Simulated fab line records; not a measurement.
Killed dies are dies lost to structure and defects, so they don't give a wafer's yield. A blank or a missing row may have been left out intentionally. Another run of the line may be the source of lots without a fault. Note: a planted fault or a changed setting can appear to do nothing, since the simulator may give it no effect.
Chamber matching || flow nand_harc || rie_diel-08 running NHARC_A_CONTACT_ETCH_92: 3 sister chambers
The step etches the open film in CH3F/O2, target depth 40 nm, time 85.7 s. 3 wafers are shown with their chamber, then 4 later ones without.

## EACH WAFER AND ITS CHAMBER
{"wafer": "L878.3", "chamber": 3, "drypump_motor_current_A (A)": 6.1}
{"wafer": "L881.3", "chamber": 2, "drypump_motor_current_A (A)": 6.0}
{"wafer": "L881.4", "chamber": 0, "drypump_motor_current_A (A)": 5.9}

## WAFERS WITH NO CHAMBER GIVEN
{"wafer": "L881.5", "drypump_motor_current_A (A)": 6.0}
{"wafer": "L882.1", "drypump_motor_current_A (A)": 6.0}
{"wafer": "L891.1", "drypump_motor_current_A (A)": 6.2}
{"wafer": "L891.2", "drypump_motor_current_A (A)": 5.8}

## WHICH CHAMBER EACH WENT THROUGH
{"wafer": "L881.5", "from the rows above": "can't be placed: 2 or 0 or 3", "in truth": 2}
{"wafer": "L882.1", "from the rows above": "can't be placed: 2 or 0 or 3", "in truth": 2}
{"wafer": "L891.1", "from the rows above": "can't be placed: 3 or 2", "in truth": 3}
{"wafer": "L891.2", "from the rows above": "can't be placed: 0 or 2", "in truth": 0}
Correctly placed: 0 of 4. Cannot be placed on the basis of these rows: 4; the candidates contain the true chamber in 4. Number placed wrongly: 0.
How it was worked out, from the rows above alone: a wafer's distance from a chamber is the root of the sum, over the readings, of the square of ((its reading less the chamber's mean) divided by the reading's scatter). If the next closest chamber is less than 2 further off than the closest, the wafer can't be placed; otherwise it belongs to the closest. A chamber's mean is the mean of its shown wafers. The scatter: root of mean squared gap, hidden wafer to nearest shown wafer, with one shown wafer a chamber.
